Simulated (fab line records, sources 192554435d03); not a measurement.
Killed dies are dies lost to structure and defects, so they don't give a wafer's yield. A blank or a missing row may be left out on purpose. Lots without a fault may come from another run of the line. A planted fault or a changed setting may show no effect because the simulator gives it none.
Split-lot experiment | flow n5_finfet | 7 lots, 21 wafers read, on a route of 1938 steps

THE SPLIT
At N5_MOL_CONTACT_COAG_COAT_77 (time 60 s, resist thk 10 nm), the setting spin_rpm was moved away from the recipe's 1500 rpm on 3 of the 21 wafers read, by -3.9%. The other wafers ran this setting at the recipe's value.

FROM THE SPLIT TO THE READING: what the file shows between them, 3 steps
- N5_MOL_CONTACT_COAG_COAT_78: resist thk 40 nm
- N5_MOL_CONTACT_COAG_EBR_80
- N5_MOL_CONTACT_COAG_DESCUM_88: chemistry O2, time 7 s

THE READING
etch.depth_nm (the simulator's own value, which no gauge read), in nm, at N5_MOL_CONTACT_COAG_ETCH_89 (etches underlayer in N2/H2, target depth 13 nm, time 10.4 s). The file gives no usual value for it. The 18 wafers here that ran the recipe average 9.987 nm, standard deviation 0.015 nm.

wafer  | tool, chamber at the split | spin_rpm as run, rpm | against the recipe | etch.depth_nm, nm | against lot-mates on the recipe
L075.1 | litho_track-03, 0          | 1500                 | recipe             | 9.99              | -
L075.3 | litho_track-03, 0          | 1500                 | recipe             | 9.997             | -
L075.6 | litho_track-03, 0          | 1500                 | recipe             | 10.01             | -
L080.1 | litho_track-03, 0          | 1500                 | recipe             | 9.987             | -
L080.2 | litho_track-03, 0          | 1500                 | recipe             | 9.997             | -
L080.4 | litho_track-03, 0          | 1500                 | recipe             | 10.02             | -
L082.2 | litho_track-03, 0          | 1500                 | recipe             | 9.986             | -
L082.4 | litho_track-03, 0          | 1500                 | recipe             | 9.976             | -
L082.6 | litho_track-03, 0          | 1500                 | recipe             | 9.984             | -
L091.2 | litho_track-04, 0          | 1500                 | recipe             | 9.964             | -
L091.3 | litho_track-04, 0          | 1500                 | recipe             | 9.991             | -
L091.4 | litho_track-04, 0          | 1500                 | recipe             | 9.959             | -
L095.2 | litho_track-04, 0          | 1500                 | recipe             | 9.976             | -
L095.3 | litho_track-04, 0          | 1500                 | recipe             | 9.989             | -
L095.4 | litho_track-04, 0          | 1500                 | recipe             | 9.995             | -
L097.1 | litho_track-01, 0          | 1441                 | -3.9%              | 10.17             | no lot-mate on the recipe
L097.3 | litho_track-01, 0          | 1441                 | -3.9%              | 10.17             | no lot-mate on the recipe
L097.2 | litho_track-01, 0          | 1441                 | -3.9%              | 10.16             | no lot-mate on the recipe
L096.1 | litho_track-01, 0          | 1500                 | recipe             | 9.996             | -
L096.4 | litho_track-01, 0          | 1500                 | recipe             | 9.962             | -
L096.5 | litho_track-01, 0          | 1500                 | recipe             | 9.987             | -

THE FIT
A straight line over all 21 wafers: etch.depth_nm changes by -0.0457 nm for each +1% of spin_rpm; r = -0.98; the points scatter about the line by 0.015 nm.
Too few moved wafers have a lot-mate on the recipe to fit a line with each lot's own level taken away.

THE FILE'S OWN FIT
etch.depth_nm changes by -0.046 nm for each +1% of spin_rpm, r = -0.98.
